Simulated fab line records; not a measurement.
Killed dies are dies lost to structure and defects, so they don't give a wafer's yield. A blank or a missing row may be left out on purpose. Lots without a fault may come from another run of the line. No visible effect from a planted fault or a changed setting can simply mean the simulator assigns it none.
Matching of chambers | flow n5 finfet | 4 sister chambers for N5_BEOL_M10_STRIP_36 on rie diel-06
The step strips in N2/H2. 8 wafers are shown with their chamber, then 12 later ones without.

## EACH WAFER AND ITS CHAMBER
wafer  | chamber | throttle valve pct (%) | showerhead plenum p Torr (Torr)
L076.6 | 1       | 23.55                  | 2.49
L078.6 | 2       | 23.58                  | 2.61
L084.5 | 3       | 24.08                  | 2.42
L087.2 | 3       | 24.09                  | 2.42
L087.6 | 0       | 23.86                  | 2.59
L086.1 | 0       | 23.88                  | 2.59
L086.3 | 2       | 23.63                  | 2.60
L086.5 | 1       | 23.55                  | 2.47

## WAFERS WHOSE CHAMBER IS MISSING
wafer  | throttle valve pct (%) | showerhead plenum p Torr (Torr)
L091.2 | 23.59                  | 2.47
L091.5 | 23.63                  | 2.60
L091.6 | 23.58                  | 2.47
L095.2 | 24.14                  | 2.41
L095.5 | 23.61                  | 2.46
L095.6 | 23.40                  | 2.59
L096.1 | 24.13                  | 2.41
L096.2 | 23.42                  | 2.59
L096.5 | 23.40                  | 2.59
L097.3 | 23.60                  | 2.46
L097.4 | 23.62                  | 2.46
L097.5 | 23.30                  | 2.59

## EACH ONE'S CHAMBER
wafer  | from the rows above | in truth
L091.2 | 1                   | 1
L091.5 | 2                   | 2
L091.6 | 1                   | 1
L095.2 | 3                   | 3
L095.5 | 1                   | 1
L095.6 | 2                   | 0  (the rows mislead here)
L096.1 | 3                   | 3
L096.2 | 2                   | 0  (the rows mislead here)
L096.5 | 2                   | 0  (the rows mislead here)
L097.3 | 1                   | 1
L097.4 | 1                   | 1
L097.5 | 2                   | 2
9 of 12 placed correctly. Left unplaced by these rows: 0. 3 placed wrongly.
How it was worked out, from the rows above alone: a wafer's distance from a chamber is the root of the sum, over the readings, of the square of ((its reading less the chamber's mean) divided by the reading's scatter). If the next closest chamber is less than 2 further off than the closest, the wafer can't be placed; otherwise it belongs to the closest. For every chamber, the mean is computed from those of its wafers that are shown. How the scatter is found: for the shown wafers, subtract from each reading the mean of its chamber, square and add these, divide the total by (wafers less chambers), then take the root.
